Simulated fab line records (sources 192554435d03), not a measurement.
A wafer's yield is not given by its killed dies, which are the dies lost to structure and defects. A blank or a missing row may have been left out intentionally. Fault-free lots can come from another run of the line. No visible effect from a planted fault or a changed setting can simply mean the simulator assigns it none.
fab line records -- flow n5_finfet
[record] lots = 7, wafers = 21
route steps=1938 shown SDB@350 HKMG_FIN@428 GATE_CUT@478 MOL_CONTACT_COAG@520
start_h: the number of hours between the record's first day and the start of the first shown wafer of the lot -- wait_h: how many hours have passed since the lot's step before this one -- " repeats the value in the row above -- L1.1+2: a row that stands for several wafers -- - no value, or no start was given -- * or withheld: withheld -- < > ~ a bound
route shown NAME@n: names a module that has steps shown in the file, with the first one's number in the route -- usual: average and standard deviation across the fault-free wafers -- same: alike in all rows -- chamber/n: place in a boat -- sites: the reading at each site -- _std_site: how widely they spread, as a standard deviation -- _edge_site: outer sites' mean less inner sites' -- radius_mm: for every site, how far away it sits from the centre of the wafer -- mask NAME#n: copy n -- behind: the most recent tool/chamber to have shaped the wafer -- hold: reason for holding the lot/hours on hold/outcome of the hold -- device: which transistor (n, p or np) failed to switch -- end of line: tests of these same wafers at the route's end -- step lacking rows: just its recipe -- killed: not the wafer's yield, but the dies lost to structure and defects at the first sort -- map: dies across one wafer; x = killed, . = not, _ = none there
set.NAME: the setting that was run; set.NAME@STEP: the one run at that earlier step -- model.NAME: the simulator's own value behind a step, which no gauge read
lots where settings were altered on purpose, with a table for each step and a row for each wafer
[[steps]]
[step N5_SDB_COAT_05]
[recipe] resist = CAR-ArF, spin_rpm = 1500, resist_thk_nm = 90
lot.wafer,tool,chamber,start_h,wait_h,set.spin_rpm,model.CAR-ArF_of_SDB_COAT_05.thk_nm
L078.1+2,litho_track-04,0,-,-,1500,90.4
L078.3,litho_track-04,0,-,-,1359,94.8
L081.1,litho_track-02,0,-,-,1647,86.2
L081.3,litho_track-02,0,-,-,1500,90.2
L081.6,litho_track-02,0,-,-,1500,90
L089.3+6,litho_track-04,0,-,-,1500,89.8
L089.5,litho_track-04,0,-,-,1500,90
L090.1,litho_track-05,0,-,-,1500,89.8
L090.5+6,litho_track-05,0,-,-,1500,89.6
L094.1+2+5,litho_track-02,0,-,-,1500,89.8
L096.1+4,litho_track-02,0,-,-,1500,90.2
L096.2,litho_track-02,0,-,-,1500,90
L097.1+3,litho_track-02,0,-,-,1500,89.8
L097.2,litho_track-02,0,-,-,1500,89.6
[step N5_SDB_EBR_07]
[recipe] solvent = PGMEA, ebr_width_mm = 1.5
[step N5_SDB_SOFTBAKE_06]
[recipe] temp_c = 110, time_s = 60, resist = CAR-ArF
[step N5_SDB_EXPOSE_08]
[recipe] mask_id = SDB, na = 1.35, source_shape = conventional, sigma_outer = 0.5, polarization = unpolarized, dose_mj = 49.6
[step N5_SDB_PEB_09]
[recipe] peb_temp_c = withheld, peb_time_s = 60, resist = CAR-ArF
[step N5_SDB_DEVELOP_10]
[recipe] develop_time_s = 30, developer = TMAH, resist = CAR-ArF, rinse_liquid = diw, dry = air_spin, dev_temp_c = 23
lot.wafer,tool,chamber,start_h,wait_h,set.spin_rpm@SDB_COAT_05,model.CAR-ArF_of_SDB_COAT_05.thk_nm
L078.1,litho_track-04,0,-,-,1500,88.8
L078.2,litho_track-04,0,-,-,1500,88.6
L078.3,litho_track-04,0,-,-,1359,93
L081.1,litho_track-05,0,-,-,1647,84.4
L081.3,litho_track-05,0,-,-,1500,88.6
L081.6,litho_track-05,0,-,-,1500,88.4
L089.3,litho_track-05,0,-,-,1500,88
L089.5+6,litho_track-05,0,-,-,1500,88.2
L090.1+5+6,litho_track-05,0,-,-,1500,88
L094.1+2,litho_track-04,0,-,-,1500,88
L094.5,litho_track-04,0,-,-,1500,88.2
L096.1+2+4,litho_track-05,0,-,-,1500,88.4
L097.1+3,litho_track-04,0,-,-,1500,88.2
L097.2,litho_track-04,0,-,-,1500,88
[step N5_HKMG_FIN_PEB_10]
[recipe] peb_temp_c = withheld, peb_time_s = 60, resist = CAR-ArF
lot.wafer,tool,chamber,start_h,wait_h,set.peb_time_s
L078.1+3,litho_track-01,0,100.93,0.1,60
L078.2,litho_track-01,0,100.93,0.1,64.17
L081.1+3,litho_track-02,0,117.46,0.1,51.76
L081.6,litho_track-02,0,117.46,0.1,60
L089.3+6,litho_track-01,0,167.03,0.0,60
L089.5,litho_track-01,0,167.03,0.0,63.86
L090.1+5+6,litho_track-03,0,168.96,0.1,60
L094.1,litho_track-02,0,197.11,0.1,60
L094.2+5,litho_track-02,0,197.11,0.1,66.16
L096.1,litho_track-02,0,208.07,0.1,71.08
L096.2+4,litho_track-02,0,208.07,0.1,60
L097.1+3,litho_track-02,0,212.28,0.1,60
L097.2,litho_track-02,0,212.28,0.1,69.31
[step N5_HKMG_FIN_DEVELOP_11]
[recipe] develop_time_s = 30, developer = TMAH, resist = CAR-ArF, dev_temp_c = 23, rinse_liquid = diw, dry = air_spin
[step N5_HKMG_FIN_CD_MEAS_12]
[recipe] target_cd_nm = 92.8, landing_energy_ev = 500, detector = se_inlens
[usual] cd_nm = 93.2/1
lot.wafer,tool,chamber,start_h,wait_h,set.peb_time_s@HKMG_FIN_PEB_10,cd_nm
L078.1,cd_sem-02,0,100.99,-,60,92.4
L078.2,cd_sem-02,0,100.99,-,64.17,93.7
L078.3,cd_sem-02,0,100.99,-,60,92.6
L081.1,cd_sem-03,0,117.52,-,51.76,88.3
L081.3,cd_sem-03,0,117.52,-,51.76,87.7
L081.6,cd_sem-03,0,117.52,-,60,92.8
L089.3,cd_sem-02,0,167.10,-,60,92.3
L089.5,cd_sem-02,0,167.10,-,63.86,93.8
L089.6,cd_sem-02,0,167.10,-,60,91.8
L090.1,cd_sem-03,0,169.03,-,60,94.3
L090.5,cd_sem-03,0,169.03,-,60,93.3
L090.6,cd_sem-03,0,169.03,-,60,93.4
L094.1,cd_sem-03,0,197.18,-,60,93.8
L094.2,cd_sem-03,0,197.18,-,66.16,95.0
L094.5,cd_sem-03,0,197.18,-,66.16,95.5
L096.1,cd_sem-03,0,208.14,-,71.08,99.5
L096.2,cd_sem-03,0,208.14,-,60,93.2
L096.4,cd_sem-03,0,208.14,-,60,92.8
L097.1,cd_sem-02,0,212.35,-,60,93.3
L097.2,cd_sem-02,0,212.35,-,69.31,97.8
L097.3,cd_sem-02,0,212.35,-,60,94.4
[step N5_GATE_CUT_COAT_34]
[recipe] resist = SOC, temp_c = 250, time_s = 60, spin_rpm = 1500, resist_thk_nm = 60
lot.wafer,tool,chamber,start_h,wait_h,set.spin_rpm,model.SOC_of_GATE_CUT_COAT_34.thk_nm
L078.1+2+3,litho_track-03,0,108.78,0.0,1500,59.6
L081.1+3,litho_track-03,0,125.59,0.1,1616,57.4
L081.6,litho_track-03,0,125.59,0.1,1500,59.6
L089.3+5,litho_track-03,0,175.32,0.0,1500,59.6
L089.6,litho_track-03,0,175.32,0.0,1500,59.8
L090.1+5,litho_track-05,0,177.79,0.0,1500,60
L090.6,litho_track-05,0,177.79,0.0,1500,59.8
L094.1+2,litho_track-05,0,205.52,0.0,1500,60.2
L094.5,litho_track-05,0,205.52,0.0,1500,60.4
L096.1,litho_track-03,0,216.17,0.0,1500,59.6
L096.2,litho_track-03,0,216.17,0.0,1559,58.6
L096.4,litho_track-03,0,216.17,0.0,1500,59.8
L097.1+2,litho_track-03,0,222.71,2.5,1566,58.8
L097.3,litho_track-03,0,222.71,2.5,1500,60
[step N5_GATE_CUT_COAT_35]
[recipe] resist = SiARC, temp_c = 220, time_s = 60, spin_rpm = 1500, resist_thk_nm = 10
[step N5_GATE_CUT_COAT_27]
[recipe] resist = underlayer, temp_c = 205, time_s = 60, spin_rpm = 1500, resist_thk_nm = 10
[step N5_GATE_CUT_ETCH_28]
[recipe] chemistry = N2/H2, target = underlayer, target_depth_a = 130, mask_material = CAR-EUV, time_s = 10.4, ion_energy_ev = 200, pressure_mtorr = 30, source_w = 840, bias_w = 150, n2_flow_sccm = 200, h2_flow_sccm = 200, ends = cleared
[step N5_GATE_CUT_ETCH_36]
[recipe] chemistry = CF4, target = SiARC, target_depth_a = 130, mask_material = CAR-EUV, time_s = 21.7, ion_energy_ev = 80, pressure_mtorr = 40, source_w = 545, bias_w = 36, Ar_flow_sccm = 100, cf4_flow_sccm = 100, ends = cleared
[step N5_GATE_CUT_ETCH_37]
[recipe] chemistry = N2/H2, target = SOC, target_depth_a = 600, overetch_a = 120, mask_material = SiARC, temp_c = 40, time_s = 90, ion_energy_ev = 200, pressure_mtorr = 30, source_w = 840, bias_w = 150, n2_flow_sccm = 200, h2_flow_sccm = 200
lot.wafer,tool,chamber,start_h,wait_h,set.spin_rpm@GATE_CUT_COAT_34,model.etch.depth_nm
L078.1,rie_diel-06,0,109.38,0.0,1500,59.67
L078.2,rie_diel-06,1,109.38,0.0,1500,59.66
L078.3,rie_diel-06,3,109.38,0.0,1500,59.63
L081.1,rie_diel-02,0,126.48,0.0,1616,57.36
L081.3,rie_diel-02,3,126.48,0.0,1616,57.46
L081.6,rie_diel-02,1,126.48,0.0,1500,59.69
L089.3,rie_diel-02,3,175.80,0.0,1500,59.67
L089.5,rie_diel-02,2,175.80,0.0,1500,59.66
L089.6,rie_diel-02,1,175.80,0.0,1500,59.74
L090.1,rie_diel-02,3,178.27,0.0,1500,60.01
L090.5,rie_diel-02,3,178.27,0.0,1500,59.93
L090.6,rie_diel-02,2,178.27,0.0,1500,59.87
L094.1,rie_diel-05,3,206.00,0.0,1500,60.13
L094.2,rie_diel-05,2,206.00,0.0,1500,60.14
L094.5,rie_diel-05,1,206.00,0.0,1500,60.3
L096.1,rie_diel-02,0,216.77,0.0,1500,59.69
L096.2,rie_diel-02,2,216.77,0.0,1559,58.65
L096.4,rie_diel-02,1,216.77,0.0,1500,59.8
L097.1,rie_diel-02,2,223.68,0.0,1566,58.73
L097.2,rie_diel-02,3,223.68,0.0,1566,58.86
L097.3,rie_diel-02,0,223.68,0.0,1500,59.99
[step N5_MOL_CONTACT_COAG_COAT_02]
[recipe] resist = CAR-EUV, spin_rpm = 1500, resist_thk_nm = 30
lot.wafer,tool,chamber,start_h,wait_h,set.spin_rpm,model.CAR-EUV_of_MOL_CONTACT_COAG_COAT_02.thk_nm
L078.1+2+3,litho_track-05,0,-,-,1500,30
L081.1,litho_track-05,0,-,-,1500,30
L081.3,litho_track-05,0,-,-,1401,31.2
L081.6,litho_track-05,0,-,-,1401,31
L089.3,litho_track-01,0,-,-,1630,28.8
L089.5,litho_track-01,0,-,-,1630,28.6
L089.6,litho_track-01,0,-,-,1500,30
L090.1,litho_track-02,0,-,-,1500,30.2
L090.5+6,litho_track-02,0,-,-,1500,30
L094.1,litho_track-01,0,-,-,1500,30.2
L094.2+5,litho_track-01,0,-,-,1622,29
L096.1+2,litho_track-02,0,-,-,1619,28.8
L096.4,litho_track-02,0,-,-,1500,30
L097.1+2+3,litho_track-05,0,-,-,1500,30
[step N5_MOL_CONTACT_COAG_EXPOSE_05]
[recipe] mask_id = CA, na = 0.33, source_shape = annular, sigma_inner = 0.4, sigma_outer = 0.8, polarization = unpolarized, defocus_nm = 0, dose_mj = 38.25
lot.wafer,tool,chamber,start_h,wait_h,mask,set.dose_mj
L078.1,euv_scanner-02,0,113.08,-,CA#0,41.12
L078.2+3,euv_scanner-02,0,113.08,-,CA#0,38.25
L081.1+3+6,euv_scanner-01,0,130.20,-,CA#0,38.25
L089.3+5+6,euv_scanner-01,0,179.39,-,CA#0,38.25
L090.1+5+6,euv_scanner-01,0,181.76,-,CA#0,38.25
L094.1+2,euv_scanner-01,0,209.47,-,CA#0,36.61
L094.5,euv_scanner-01,0,209.47,-,CA#0,38.25
L096.1+2,euv_scanner-01,0,222.97,-,CA#0,39.54
L096.4,euv_scanner-01,0,222.97,-,CA#0,38.25
L097.1+3,euv_scanner-02,0,227.53,-,CA#0,40.21
L097.2,euv_scanner-02,0,227.53,-,CA#0,38.25
[step N5_MOL_CONTACT_COAG_PEB_06]
[recipe] peb_temp_c = 100, peb_time_s = 60, resist = CAR-EUV
[step N5_MOL_CONTACT_COAG_DEVELOP_07]
[recipe] develop_time_s = 30, developer = TMAH, resist = CAR-EUV, rinse_liquid = surfactant_rinse, dry = air_spin, dev_temp_c = 23
lot.wafer,tool,chamber,start_h,wait_h,set.spin_rpm@MOL_CONTACT_COAG_COAT_02,model.CAR-EUV_of_MOL_CONTACT_COAG_COAT_02.thk_nm
L078.1+2+3,litho_track-05,0,-,-,1500,29.6
L081.1,litho_track-02,0,-,-,1500,29.6
L081.3+6,litho_track-02,0,-,-,1401,30.6
L089.3+5,litho_track-05,0,-,-,1630,28.2
L089.6,litho_track-05,0,-,-,1500,29.6
L090.1+5+6,litho_track-02,0,-,-,1500,29.6
L094.1,litho_track-02,0,-,-,1500,29.8
L094.2,litho_track-02,0,-,-,1622,28.4
L094.5,litho_track-02,0,-,-,1622,28.6
L096.1+2,litho_track-01,0,-,-,1619,28.4
L096.4,litho_track-01,0,-,-,1500,29.6
L097.1+2+3,litho_track-01,0,-,-,1500,29.6
[step N5_MOL_CONTACT_COAG_CD_MEAS_08]
[recipe] target_cd_nm = 28, landing_energy_ev = 500, detector = se_inlens, polarity = opening
[usual] cd_nm = 28.0/0.3
lot.wafer,tool,chamber,start_h,wait_h,set.dose_mj@MOL_CONTACT_COAG_EXPOSE_05,cd_nm
L078.1,cd_sem-01,0,113.21,-,41.12,29.5
L078.2,cd_sem-01,0,113.21,-,38.25,28.5
L078.3,cd_sem-01,0,113.21,-,38.25,28.5
L081.1,cd_sem-03,0,130.33,-,38.25,28.0
L081.3,cd_sem-03,0,130.33,-,38.25,28.6
L081.6,cd_sem-03,0,130.33,-,38.25,28.1
L089.3,cd_sem-03,0,179.51,-,38.25,28.3
L089.5,cd_sem-03,0,179.51,-,38.25,28.2
L089.6,cd_sem-03,0,179.51,-,38.25,28.4
L090.1,cd_sem-03,0,181.89,-,38.25,27.6
L090.5,cd_sem-03,0,181.89,-,38.25,27.9
L090.6,cd_sem-03,0,181.89,-,38.25,27.7
L094.1,cd_sem-02,0,209.60,-,36.61,27.0
L094.2,cd_sem-02,0,209.60,-,36.61,26.9
L094.5,cd_sem-02,0,209.60,-,38.25,27.9
L096.1,cd_sem-02,0,223.10,-,39.54,28.7
L096.2,cd_sem-02,0,223.10,-,39.54,28.8
L096.4,cd_sem-02,0,223.10,-,38.25,27.9
L097.1,cd_sem-02,0,227.66,-,40.21,28.2
L097.2,cd_sem-02,0,227.66,-,38.25,27.7
L097.3,cd_sem-02,0,227.66,-,40.21,29.1
[step N5_MOL_CONTACT_COAG_DESCUM_13]
[recipe] chemistry = O2, time_s = 7, source_power_w = 50, bias_power_w = 20, pressure_mtorr = 20, rf_frequency_hz = 2.712e+07, temp_c = 40, resist = CAR-EUV, o2_flow_sccm = 225
lot.wafer,tool,chamber,start_h,wait_h,set.spin_rpm@MOL_CONTACT_COAG_COAT_02,model.CAR-EUV_of_MOL_CONTACT_COAG_COAT_02.thk_nm
L078.1+2+3,rie_diel-03,"0,3,1",113.33,0.0,1500,26
L081.1,rie_diel-04,2,130.46,0.0,1500,26.2
L081.3+6,rie_diel-04,"3,2",130.46,0.0,1401,27.2
L089.3+5,rie_diel-04,"0,1",179.64,0.0,1630,24.8
L089.6,rie_diel-04,0,179.64,0.0,1500,26
L090.1,rie_diel-04,3,182.01,0.0,1500,26.2
L090.5+6,rie_diel-04,"1,0",182.01,0.0,1500,26
L094.1,rie_diel-04,1,209.72,0.0,1500,26.2
L094.2+5,rie_diel-04,"3,1",209.72,0.0,1622,25
L096.1,rie_diel-04,0,223.39,0.2,1619,25
L096.2,rie_diel-04,1,223.39,0.2,1619,24.8
L096.4,rie_diel-04,1,223.39,0.2,1500,26
L097.1+2+3,rie_diel-01,"1,3,2",227.81,0.0,1500,26
[step N5_MOL_CONTACT_COAG_ETCH_59]
[recipe] chemistry = N2/H2, target = underlayer, target_depth_a = 130, mask_material = CAR-EUV, time_s = 10.4, ion_energy_ev = 200, pressure_mtorr = 30, source_w = 840, bias_w = 150, n2_flow_sccm = 200, h2_flow_sccm = 200, ends = cleared
lot.wafer,tool,chamber,start_h,wait_h,set.dose_mj@MOL_CONTACT_COAG_EXPOSE_05,model.MOL_CONTACT_COAG.cd_offset_nm
L078.1,rie_diel-03,0,113.37,0.0,41.12,1.4
L078.2+3,rie_diel-03,"3,1",113.37,0.0,38.25,0
L081.1+6,rie_diel-04,2,130.49,0.0,38.25,0.6
L081.3,rie_diel-04,3,130.49,0.0,38.25,0.2
L089.3,rie_diel-04,0,179.68,0.0,38.25,0.8
L089.5,rie_diel-04,1,179.68,0.0,38.25,0
L089.6,rie_diel-04,0,179.68,0.0,38.25,0.6
L090.1+6,rie_diel-04,"3,0",182.05,0.0,38.25,0.2
L090.5,rie_diel-04,1,182.05,0.0,38.25,-0.2
L094.1,rie_diel-04,1,209.76,0.0,36.61,-1
L094.2,rie_diel-04,3,209.76,0.0,36.61,-1.2
L094.5,rie_diel-04,1,209.76,0.0,38.25,-0.2
L096.1,rie_diel-04,0,223.42,0.0,39.54,0.6
L096.2,rie_diel-04,1,223.42,0.0,39.54,0.8
L096.4,rie_diel-04,1,223.42,0.0,38.25,0
L097.1,rie_diel-01,1,227.85,0.0,40.21,0.8
L097.2,rie_diel-01,3,227.85,0.0,38.25,-0.4
L097.3,rie_diel-01,2,227.85,0.0,40.21,1
[step N5_MOL_CONTACT_COAG_ETCH_105]
[recipe] chemistry = CF4, target = SiARC, target_depth_a = 156, mask_material = CAR-EUV, time_s = 26, ion_energy_ev = 80, pressure_mtorr = 40, source_w = 545, bias_w = 36, Ar_flow_sccm = 100, cf4_flow_sccm = 100, ends = cleared
lot.wafer,tool,chamber,start_h,wait_h,set.dose_mj@MOL_CONTACT_COAG_EXPOSE_05,model.MOL_CONTACT_COAG.cd_offset_nm
L078.1,rie_diel-03,0,113.39,0.0,41.12,1.2
L078.2+3,rie_diel-03,"3,1",113.39,0.0,38.25,0
L081.1,rie_diel-04,2,130.51,0.0,38.25,0.6
L081.3+6,rie_diel-04,"3,2",130.51,0.0,38.25,0.4
L089.3,rie_diel-04,0,179.70,0.0,38.25,0.8
L089.5,rie_diel-04,1,179.70,0.0,38.25,0
L089.6,rie_diel-04,0,179.70,0.0,38.25,0.6
L090.1+6,rie_diel-04,"3,0",182.07,0.0,38.25,0.4
L090.5,rie_diel-04,1,182.07,0.0,38.25,0
L094.1,rie_diel-04,1,209.78,0.0,36.61,-1
L094.2,rie_diel-04,3,209.78,0.0,36.61,-1.2
L094.5,rie_diel-04,1,209.78,0.0,38.25,-0.2
L096.1,rie_diel-04,0,223.44,0.0,39.54,0.6
L096.2,rie_diel-04,1,223.44,0.0,39.54,0.8
L096.4,rie_diel-04,1,223.44,0.0,38.25,-0.2
L097.1+3,rie_diel-01,"1,2",227.87,0.0,40.21,0.8
L097.2,rie_diel-01,3,227.87,0.0,38.25,-0.2
[step N5_MOL_CONTACT_COAG_ETCH_106]
[recipe] chemistry = N2/H2, target = SOC, target_depth_a = 800, overetch_a = 160, mask_material = SiARC, temp_c = 40, time_s = 120, ion_energy_ev = 200, pressure_mtorr = 30, source_w = 840, bias_w = 150, n2_flow_sccm = 200, h2_flow_sccm = 200
[step N5_MOL_CONTACT_COAG_STRIP_107]
[recipe] chemistry = N2/H2, temp_c = 40, n2_flow_sccm = 200, h2_flow_sccm = 200, rf_frequency_hz = 6e+07
[step N5_MOL_CONTACT_COAG_STRIP_108]
[recipe] chemistry = N2/H2, temp_c = 40, n2_flow_sccm = 200, h2_flow_sccm = 200, rf_frequency_hz = 6e+07
[step N5_MOL_CONTACT_COAG_CONTACT_ETCH_14]
[recipe] chemistry = C4F6/O2, target = SiO2, target_depth_a = 275, overetch_a = 85, mask_material = SOC, pressure_mtorr = 30, source_w = 370, bias_w = 185, Ar_flow_sccm = 300, C4F6_flow_sccm = 16, O2_flow_sccm = 10, time_s = 20, ion_energy_ev = 259.6
lot.wafer,tool,chamber,start_h,wait_h,set.dose_mj@MOL_CONTACT_COAG_EXPOSE_05,model.MOL_CONTACT_COAG.cd_offset_nm
L078.1,rie_diel-03,0,113.51,0.0,41.12,1.4
L078.2,rie_diel-03,3,113.51,0.0,38.25,-0.2
L078.3,rie_diel-03,1,113.51,0.0,38.25,0.4
L081.1+6,rie_diel-04,2,130.64,0.0,38.25,0.4
L081.3,rie_diel-04,3,130.64,0.0,38.25,0.2
L089.3+6,rie_diel-04,0,179.82,0.0,38.25,0.4
L089.5,rie_diel-04,1,179.82,0.0,38.25,0
L090.1,rie_diel-04,3,182.19,0.0,38.25,0.2
L090.5,rie_diel-04,1,182.19,0.0,38.25,0
L090.6,rie_diel-04,0,182.19,0.0,38.25,-0.2
L094.1,rie_diel-04,1,209.90,0.0,36.61,-1
L094.2,rie_diel-04,3,209.90,0.0,36.61,-1.2
L094.5,rie_diel-04,1,209.90,0.0,38.25,-0.2
L096.1,rie_diel-04,0,223.57,0.0,39.54,0.6
L096.2,rie_diel-04,1,223.57,0.0,39.54,0.8
L096.4,rie_diel-04,1,223.57,0.0,38.25,0
L097.1+3,rie_diel-01,"1,2",228.00,0.0,40.21,0.6
L097.2,rie_diel-01,3,228.00,0.0,38.25,-0.6
[step N5_MOL_CONTACT_COAG_STRIP_109]
[recipe] chemistry = C4F6/O2, resist = SiARC, rf_frequency_hz = 6e+07
[step N5_MOL_CONTACT_COAG_ETCH_15]
[recipe] chemistry = CH3F/O2, target = SiNx, target_depth_a = 70, mask_material = SOC, stop_on = Si:P, over_etch_frac = 0.75, ion_energy_ev = 120, pressure_mtorr = 30, source_w = 395, bias_w = 73, Ar_flow_sccm = 150, CH3F_flow_sccm = 30, O2_flow_sccm = 20
lot.wafer,tool,chamber,start_h,wait_h,set.dose_mj@MOL_CONTACT_COAG_EXPOSE_05,model.MOL_CONTACT_COAG.cd_offset_nm
L078.1,rie_diel-03,0,113.55,0.0,41.12,1.2
L078.2,rie_diel-03,3,113.55,0.0,38.25,-0.2
L078.3,rie_diel-03,1,113.55,0.0,38.25,0.2
L081.1+3,rie_diel-04,"2,3",130.68,0.0,38.25,0.2
L081.6,rie_diel-04,2,130.68,0.0,38.25,0.4
L089.3+6,rie_diel-04,0,179.86,0.0,38.25,0.2
L089.5,rie_diel-04,1,179.86,0.0,38.25,0
L090.1,rie_diel-04,3,182.23,0.0,38.25,0
L090.5,rie_diel-04,1,182.23,0.0,38.25,-0.2
L090.6,rie_diel-04,0,182.23,0.0,38.25,-0.4
L094.1+2,rie_diel-04,"1,3",209.94,0.0,36.61,-1.2
L094.5,rie_diel-04,1,209.94,0.0,38.25,-0.4
L096.1,rie_diel-04,0,223.60,0.0,39.54,0.4
L096.2,rie_diel-04,1,223.60,0.0,39.54,0.8
L096.4,rie_diel-04,1,223.60,0.0,38.25,0
L097.1,rie_diel-01,1,228.03,0.0,40.21,0.6
L097.2,rie_diel-01,3,228.03,0.0,38.25,-0.4
L097.3,rie_diel-01,2,228.03,0.0,40.21,0.8
[step N5_MOL_CONTACT_COAG_ETCH_110]
[recipe] chemistry = CF4/O2, target = Si, target_depth_a = 25, time_s = 8, pressure_mtorr = 100, source_w = 200, bias_w = 12, ion_energy_ev = 60, Ar_flow_sccm = 100, cf4_flow_sccm = 100, O2_flow_sccm = 10
[step N5_MOL_CONTACT_COAG_STRIP_98]
[recipe] chemistry = N2/H2, power_w = 500, temp_c = 40, pressure_mtorr = 50, rf_frequency_hz = 6e+07, overash_fraction = 0.3, bias_power_w = 8, h2_frac = 0.5, n2_flow_sccm = 300, h2_flow_sccm = 300
[step N5_MOL_CONTACT_COAG_CD_MEAS_99]
[recipe] target_cd_nm = 17.2, polarity = opening
[usual] cd_nm = 17.2/0.41
lot.wafer,tool,chamber,start_h,wait_h,set.dose_mj@MOL_CONTACT_COAG_EXPOSE_05,cd_nm
L078.1,cd_sem-03,-,113.73,-,41.12,18.3
L078.2,cd_sem-03,-,113.73,-,38.25,17.0
L078.3,cd_sem-03,-,113.73,-,38.25,17.4
L081.1,cd_sem-02,-,130.85,-,38.25,17.6
L081.3,cd_sem-02,-,130.85,-,38.25,17.6
L081.6,cd_sem-02,-,130.85,-,38.25,17.4
L089.3,cd_sem-01,-,180.04,-,38.25,17.3
L089.5,cd_sem-01,-,180.04,-,38.25,17.1
L089.6,cd_sem-01,-,180.04,-,38.25,17.3
L090.1,cd_sem-02,-,182.41,-,38.25,17.4
L090.5,cd_sem-02,-,182.41,-,38.25,17.2
L090.6,cd_sem-02,-,182.41,-,38.25,17.3
L094.1,cd_sem-01,-,210.12,-,36.61,16.0
L094.2,cd_sem-01,-,210.12,-,36.61,16.1
L094.5,cd_sem-01,-,210.12,-,38.25,16.8
L096.1,cd_sem-03,-,223.78,-,39.54,17.5
L096.2,cd_sem-03,-,223.78,-,39.54,17.6
L096.4,cd_sem-03,-,223.78,-,38.25,17.1
L097.1,cd_sem-02,-,228.21,-,40.21,17.9
L097.2,cd_sem-02,-,228.21,-,38.25,17.1
L097.3,cd_sem-02,-,228.21,-,40.21,17.8
[step N5_MOL_CONTACT_COAG_ETCHBACK_135]
[recipe] chemistry = CHF3, target = SiO2, target_depth_a = 250, time_s = 16.7, ion_energy_ev = 200, pressure_mtorr = 30, source_w = 610, bias_w = 170, Ar_flow_sccm = 200, CHF3_flow_sccm = 50
lot.wafer,tool,chamber,start_h,wait_h,set.time_s,model.SOC_of_MOL_CONTACT_COAG_COAT_75.thk_nm
L078.1,rie_diel-03,2,124.41,0.0,19.81,56.6
L078.2,rie_diel-03,0,124.41,0.0,19.81,56.8
L078.3,rie_diel-03,3,124.41,0.0,16.7,57.2
L081.1,rie_diel-01,0,143.32,0.0,16.7,57.4
L081.3+6,rie_diel-01,1,143.32,0.0,15.54,57.6
L089.3+6,rie_diel-03,"2,0",193.10,0.0,14.38,57.6
L089.5,rie_diel-03,3,193.10,0.0,16.7,57.4
L090.1,rie_diel-01,2,193.93,0.0,16.7,57.4
L090.5+6,rie_diel-01,"1,0",193.93,0.0,16.7,57.2
L094.1,rie_diel-04,1,219.35,0.0,16.7,57
L094.2,rie_diel-04,2,219.35,0.0,18.78,56.6
L094.5,rie_diel-04,2,219.35,0.0,16.7,57.2
L096.1,rie_diel-04,1,231.84,0.0,16.7,57.2
L096.2+4,rie_diel-04,0,231.84,0.0,18.16,57
L097.1+3,rie_diel-01,"0,3",239.24,0.0,16.7,57.6
L097.2,rie_diel-01,2,239.24,0.0,18.75,57.4
[[key]]
[split] step = N5_SDB_COAT_05, setting = spin_rpm, stated = 1500, by = wafer
[response] step = N5_SDB_COAT_05, reading = model.CAR-ArF_of_SDB_COAT_05.thk_nm, change = -0.432, per = 1%, r = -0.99
[response] step = N5_SDB_DEVELOP_10, reading = model.CAR-ArF_of_SDB_COAT_05.thk_nm, change = -0.437, per = 1%, r = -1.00
[split] step = N5_HKMG_FIN_PEB_10, setting = peb_time_s, stated = 60, by = wafer
[response] step = N5_HKMG_FIN_CD_MEAS_12, reading = cd_nm, change = +0.291, per = 1%, r = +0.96
[split] step = N5_GATE_CUT_COAT_34, setting = spin_rpm, stated = 1500, by = wafer
[response] step = N5_GATE_CUT_COAT_34, reading = model.SOC_of_GATE_CUT_COAT_34.thk_nm, change = -0.281, per = 1%, r = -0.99
[response] step = N5_GATE_CUT_ETCH_37, reading = model.etch.depth_nm, change = -0.287, per = 1%, r = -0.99
[split] step = N5_MOL_CONTACT_COAG_COAT_02, setting = spin_rpm, stated = 1500, by = wafer
[response] step = N5_MOL_CONTACT_COAG_COAT_02, reading = model.CAR-EUV_of_MOL_CONTACT_COAG_COAT_02.thk_nm, change = -0.153, per = 1%, r = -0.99
[response] step = N5_MOL_CONTACT_COAG_DEVELOP_07, reading = model.CAR-EUV_of_MOL_CONTACT_COAG_COAT_02.thk_nm, change = -0.157, per = 1%, r = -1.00
[response] step = N5_MOL_CONTACT_COAG_DESCUM_13, reading = model.CAR-EUV_of_MOL_CONTACT_COAG_COAT_02.thk_nm, change = -0.143, per = 1%, r = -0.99
[split] step = N5_MOL_CONTACT_COAG_EXPOSE_05, setting = dose_mj, stated = 38.25, by = wafer
[response] step = N5_MOL_CONTACT_COAG_CD_MEAS_08, reading = cd_nm, change = +0.172, per = 1%, r = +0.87
[response] step = N5_MOL_CONTACT_COAG_ETCH_59, reading = model.MOL_CONTACT_COAG.cd_offset_nm, change = +0.208, per = 1%, r = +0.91
[response] step = N5_MOL_CONTACT_COAG_ETCH_105, reading = model.MOL_CONTACT_COAG.cd_offset_nm, change = +0.187, per = 1%, r = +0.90
[response] step = N5_MOL_CONTACT_COAG_CONTACT_ETCH_14, reading = model.MOL_CONTACT_COAG.cd_offset_nm, change = +0.197, per = 1%, r = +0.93
[response] step = N5_MOL_CONTACT_COAG_ETCH_15, reading = model.MOL_CONTACT_COAG.cd_offset_nm, change = +0.179, per = 1%, r = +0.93
[response] step = N5_MOL_CONTACT_COAG_CD_MEAS_99, reading = cd_nm, change = +0.151, per = 1%, r = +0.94
[split] step = N5_MOL_CONTACT_COAG_ETCHBACK_135, setting = time_s, stated = 16.7, by = wafer
[response] step = N5_MOL_CONTACT_COAG_ETCHBACK_135, reading = model.SOC_of_MOL_CONTACT_COAG_COAT_75.thk_nm, change = -0.0246, per = 1%, r = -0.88
